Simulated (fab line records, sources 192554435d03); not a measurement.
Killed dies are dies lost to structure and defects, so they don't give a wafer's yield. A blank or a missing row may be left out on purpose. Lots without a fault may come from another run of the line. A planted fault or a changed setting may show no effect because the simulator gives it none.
Chamber matching | flow n5_finfet | N5_BEOL_M7_CMP_52 on cmp-01: 4 sister chambers
The step polishes, stops on SiCOH lowk, t overpolish 6.9 s, target thk 80 nm. 8 wafers are shown with their chamber, then 6 later ones without.

WAFERS WITH THEIR CHAMBER
wafer  | chamber | motor_current_A (A) | clearing_platen_rpm (rpm)
L137.5 | 1       | 7.1                 | 49.974
L143.4 | 2       | 6.1                 | 50.011
L143.6 | 0       | 6.0                 | 49.984
L144.3 | 3       | 5.4                 | 49.992
L144.4 | 2       | 5.3                 | 49.997
L144.6 | 3       | 5.5                 | 49.994
L148.5 | 1       | 6.7                 | 49.998
L148.6 | 0       | 5.5                 | 50.027

WAFERS WITHOUT THEIR CHAMBER
wafer  | motor_current_A (A) | clearing_platen_rpm (rpm)
L147.2 | 6.9                 | 50.021
L147.4 | 5.5                 | 49.928
L147.6 | 5.6                 | 49.997
L149.1 | 6.6                 | 50.060
L149.2 | 5.9                 | 49.996
L149.3 | 5.6                 | 50.003

WHICH CHAMBER EACH WENT THROUGH
wafer  | from the rows above               | in truth
L147.2 | can't be placed: 1 or 0 or 2      | 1
L147.4 | can't be placed: 3 or 2 or 0 or 1 | 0
L147.6 | can't be placed: 3 or 2 or 0      | 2
L149.1 | can't be placed: 0 or 2 or 1 or 3 | 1
L149.2 | can't be placed: 0 or 2 or 3      | 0
L149.3 | can't be placed: 2 or 0 or 3      | 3
Placed correctly: 0 of 6. Can't be placed from these rows: 6 (the true chamber is among the candidates in 6). Placed wrongly: 0.
How it was worked out, from the rows above alone: a wafer's distance from a chamber is the root of the sum, over the readings, of the square of ((its reading less the chamber's mean) divided by the reading's scatter). The wafer belongs to the nearest chamber; if the next one is less than 2 further off, it can't be placed. A chamber's mean is the mean of its shown wafers. The scatter: the root of (the sum of the squares of (reading less its chamber's mean) over the shown wafers, divided by (wafers less chambers)).
